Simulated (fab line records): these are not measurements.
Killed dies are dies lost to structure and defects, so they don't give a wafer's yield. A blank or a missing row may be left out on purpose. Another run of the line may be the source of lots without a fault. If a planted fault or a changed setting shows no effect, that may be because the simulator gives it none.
Chamber matching + flow nand harc + cmp-01 running NHARC_P_BONDPAD_CMP_19: 4 sister chambers
The step polishes, t overpolish 30 s, cu recess touch 16 s, target thk 160.81 nm. 8 wafers are shown with their chamber, then 8 later ones without.

## EACH WAFER AND ITS CHAMBER
| wafer  | chamber | motor current A (A) | overpolish run s (s) |
|--------|---------|---------------------|----------------------|
| L087.1 | 2       | 12.6                | 30.008               |
| L087.6 | 2       | 13.4                | 30.011               |
| L086.6 | 0       | 10.6                | 30.012               |
| L089.3 | 3       | 12.0                | 30.002               |
| L092.1 | 1       | 12.4                | 30.006               |
| L092.2 | 0       | 11.4                | 29.980               |
| L092.5 | 3       | 11.9                | 29.992               |
| L094.3 | 1       | 11.9                | 29.999               |

## WAFERS WHOSE CHAMBER IS MISSING
| wafer  | motor current A (A) | overpolish run s (s) |
|--------|---------------------|----------------------|
| L094.4 | 11.2                | 29.985               |
| L094.6 | 11.8                | 29.999               |
| L096.1 | 12.3                | 30.004               |
| L096.2 | 11.4                | 30.005               |
| L096.5 | 11.5                | 29.996               |
| L097.3 | 11.2                | 29.992               |
| L097.4 | 12.1                | 29.998               |
| L097.5 | 12.4                | 30.013               |

## WHICH CHAMBER EACH WENT THROUGH
| wafer  | from the rows above          | in truth |
|--------|------------------------------|----------|
| L094.4 | can't be placed: 0 or 3 or 1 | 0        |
| L094.6 | can't be placed: 3 or 1 or 0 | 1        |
| L096.1 | can't be placed: 1 or 3 or 2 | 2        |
| L096.2 | can't be placed: 0 or 3 or 1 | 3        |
| L096.5 | can't be placed: 3 or 0 or 1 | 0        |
| L097.3 | can't be placed: 0 or 3 or 1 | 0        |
| L097.4 | can't be placed: 3 or 1 or 2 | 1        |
| L097.5 | can't be placed: 1 or 2 or 3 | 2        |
Correctly placed: 0 of 8. These rows do not allow placing 8 (true chamber among the candidates in 8). Number placed wrongly: 0.
How it was worked out, from the rows above alone: a wafer's distance from a chamber is the root of the sum, over the readings, of the square of ((its reading less the chamber's mean) divided by the reading's scatter). The wafer belongs to the nearest chamber; if the next one is less than 2 further off, it can't be placed. The mean given for a chamber averages the wafers shown for that chamber. How the scatter is found: for the shown wafers, subtract from each reading the mean of its chamber, square and add these, divide the total by (wafers less chambers), then take the root.
